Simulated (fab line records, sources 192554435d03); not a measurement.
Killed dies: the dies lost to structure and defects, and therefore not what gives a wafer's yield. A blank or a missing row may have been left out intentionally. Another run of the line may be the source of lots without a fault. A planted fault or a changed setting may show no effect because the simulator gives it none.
8D (eight disciplines) problem report, filled in by code || flow n5 finfet || the parts of the form that need people (team, actions taken, sign-off) are left out

## 1. THE ISSUE
Wafers without a fault read 1500.2 rpm, standard deviation 1.1; spin speed rpm at N5_BEOL_M0_SAQP_COAT_69 reads a mean of 1713.4 rpm on 6 wafers belonging to 2 lots. So: +99 or more standard deviations from the usual mean.
The step: time 60 s, resist thk 90 nm.
Seen first at day 7 05:39 on litho track-03, wafer L312.2. At this step, 12 wafers from 4 lots have a number in the record. Rule for "out" (also "out of limits"): further than 4 standard deviations from the usual mean. All remaining wafers that have a number are taken as sound.

## 2. WHAT IT IS, WHAT IT ISN'T
{"question": "which readings at this step", "is": "spin speed rpm", "is not": "-"}
{"question": "which lots", "is": "L312, L314", "is not": "L320, L327"}
{"question": "which wafers of those lots", "is": "all that have a number", "is not": "-"}
{"question": "read on which tools", "is": "litho track-03", "is not": "litho track-04"}
{"question": "when", "is": "from day 7 05:39", "is not": "up to then (0 sound wafers); but 6 sound wafers of L320, L327 came after"}

## 3. WHAT RULES OUT EACH SUSPECT
Counting: a tool at any process step up to the reading remains a suspect when it ran all the lots that are out and ran no sound lot after the first of those.
- litho track-03 at N5_BEOL_M0_SAQP_COAT_69 (time 60 s, resist thk 90 nm): ruled out as a lasting fault. Sound lots L327 ran on it after its first lot that is out, L312 (day 7 05:39).
Left after counting: nothing in the record.

## 4. THE CAUSE (what the simulator had put in)
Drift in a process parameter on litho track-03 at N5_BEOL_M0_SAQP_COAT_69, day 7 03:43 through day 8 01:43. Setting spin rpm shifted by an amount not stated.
Counting ruled it out, wrongly.

## 5. THE CHAIN OF EFFECTS, in route order
One row per reading whose mean, taken over the struck wafers that have a number, lies over 3 standard deviations from the usual. Readings are gone through only where the record gives a usual standard deviation; hours: the median, over the lots, of the time from a lot's start at the first step in this table giving one to that lot's start at this step; sigmas: the change measured in usual standard deviations.
{"hours": 0, "step": "N5_BEOL_M0_SAQP_COAT_69", "reading": "spin speed rpm", "usual": "1500.2 rpm", "on struck wafers": 1713.4, "change": "+213.2", "sigmas": "+99 or more"}
Here are the process steps it includes:
- N5_BEOL_M0_SAQP_COAT_69: time 60 s, resist thk 90 nm.
Later measuring or inspecting steps at which every struck wafer that the step has a row for has a number for every such reading, and none has moved that far: N5_BEOL_M4_RC_MEAS_101.

## 6. HOW IT WOULD HAVE BEEN CAUGHT EARLIER
The fault began at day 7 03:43; the first out-of-limits reading in this record came at day 7 05:39, 2 hours later.
